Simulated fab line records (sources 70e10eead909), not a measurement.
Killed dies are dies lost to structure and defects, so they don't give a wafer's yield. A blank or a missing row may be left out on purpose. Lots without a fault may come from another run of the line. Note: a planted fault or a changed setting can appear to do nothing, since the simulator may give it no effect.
Which tool is to blame?    flow nandHarc    12 lots (36 wafers sampled), 1 step of a 1302-step route

WHAT THE GAUGES READ, wafer by wafer
NHARC_A_M0_THK_MEAS_24: measures by xrf.
lot   measured      on            thkNm (nm)
L075  day 23 08:16  filmMetro-02  113.8 113.0 114.9
L077  day 24 02:44  filmMetro-02  115.3 112.4 113.4
L080  day 24 14:20  filmMetro-02  111.3 112.9 112.0
L081  day 25 10:11  filmMetro-02  113.0 113.5 115.2
L082  day 26 10:31  filmMetro-01  113.3 113.8 114.6
L085  day 27 12:12  filmMetro-01  112.5 114.1 112.7
L087  day 27 17:26  filmMetro-01  114.5 113.5 113.3
L089  day 28 11:11  filmMetro-02  112.9 116.5 114.9
L091  day 30 10:50  filmMetro-02  113.0 113.3 113.2
L094  day 30 14:58  filmMetro-01  113.5 111.9 110.6
L095  day 31 13:54  filmMetro-02  112.5 114.7 112.5
L097  day 31 20:32  filmMetro-01  112.0 115.1 113.8

WHICH TOOL RAN EACH LOT (tool, then ch and the chambers of the sampled wafers, then the start)
The record shows no process step preceding these readings.

THE ANSWER, worked out from the rows above alone
Rule: the lots themselves supply what counts as usual. Put in order of their means at a reading, lots are off if they are a third of the lots or fewer, leave a main group of 4 or more, and stand apart from it by a gap of 3 or more times the standard deviation of the main group's means; of several such gaps the widest counts. A main group is skipped when, at the precision printed for the reading in the tables above, its means are all equal. Also off: a lot with no number at a reading for which 4 or more lots have one. All remaining lots with rows at the step are treated as sound.
No lot is off at any reading shown: from this, nothing can be told.

WHAT WAS PUT IN BY THE SIMULATOR
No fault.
